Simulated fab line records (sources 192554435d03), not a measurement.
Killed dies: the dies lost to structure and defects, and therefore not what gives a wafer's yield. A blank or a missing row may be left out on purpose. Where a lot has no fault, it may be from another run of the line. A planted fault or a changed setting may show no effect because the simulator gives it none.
Chamber matching ; flow n5_finfet ; 3 sister chambers for N5_BEOL_M0_CO_CAP_123 on cvd_co-01
The step material Co, precursor CCTBA/H2, target thk 2 nm, time 102.1 s. 3 wafers are shown with their chamber, then 6 later ones without.

## WAFERS WITH THEIR CHAMBER
wafer;chamber;heater_power_w (W)
L656.6;1;247
L659.2;2;250
L659.6;0;277

## WAFERS MISSING THEIR CHAMBER
wafer;heater_power_w (W)
L661.1;242
L661.4;256
L661.6;246
L664.1;278
L664.4;250
L664.5;251

## THE CHAMBER EACH PASSED THROUGH
wafer;from the rows above;in truth
L661.1;can't be placed: 1 or 2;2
L661.4;can't be placed: 2 or 1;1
L661.6;can't be placed: 1 or 2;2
L664.1;0;0
L664.4;can't be placed: 2 or 1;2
L664.5;can't be placed: 2 or 1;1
Correctly placed: 1 of 6. Not placeable from these rows: 5 (in 5, the candidates include the true chamber). Placed wrongly: 0.
How it was worked out, from the rows above alone: a wafer's distance from a chamber is the root of the sum, over the readings, of the square of ((its reading less the chamber's mean) divided by the reading's scatter). The wafer belongs to the nearest chamber; if the next one is less than 2 further off, it can't be placed. Each chamber's mean is taken over the wafers shown for it. The scatter (one wafer shown for each chamber): square how far every hidden wafer sits from the nearest shown wafer, average those squares and take the square root.
